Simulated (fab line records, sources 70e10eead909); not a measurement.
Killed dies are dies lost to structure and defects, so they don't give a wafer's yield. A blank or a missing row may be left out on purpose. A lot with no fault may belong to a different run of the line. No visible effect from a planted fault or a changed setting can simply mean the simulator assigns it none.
Chamber matching	flow nand harc	rie diel-09 running NHARC_A_STAIRCASE_DESCUM_168: 4 sister chambers
The step chemistry O2, time 3 s. 8 wafers are shown with their chamber, then 7 later ones without.

WAFERS, EACH WITH ITS CHAMBER
wafer	chamber	drypump motor current A (A)	showerhead plenum p Torr (Torr)
L081.4	2	5.8	1.81
L083.1	0	6.1	1.94
L083.5	3	5.5	1.91
L084.2	3	5.6	1.90
L084.3	1	5.5	1.92
L084.5	2	5.8	1.81
L089.2	0	6.1	1.93
L089.3	1	5.5	1.91

WAFERS MISSING THEIR CHAMBER
wafer	drypump motor current A (A)	showerhead plenum p Torr (Torr)
L089.6	5.8	1.80
L094.1	5.8	1.80
L094.4	6.1	1.92
L094.6	5.5	1.90
L096.3	5.5	1.91
L096.4	6.1	1.92
L096.5	5.8	1.80

THE CHAMBER EACH PASSED THROUGH
wafer	from the rows above	in truth
L089.6	2	2
L094.1	2	2
L094.4	0	0
L094.6	can't be placed: 3 or 1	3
L096.3	can't be placed: 1 or 3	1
L096.4	0	0
L096.5	2	2
5 of 7 placed correctly. Can't be placed from these rows: 2 (the true chamber is among the candidates in 2). Placed wrongly: 0.
How it was worked out, from the rows above alone: a wafer's distance from a chamber is the root of the sum, over the readings, of the square of ((its reading less the chamber's mean) divided by the reading's scatter). If the next closest chamber is less than 2 further off than the closest, the wafer can't be placed; otherwise it belongs to the closest. The mean given for a chamber averages the wafers shown for that chamber. The scatter is the square root of a quotient: the sum, over the shown wafers, of each reading's squared deviation from its chamber's mean, divided by wafers minus chambers.
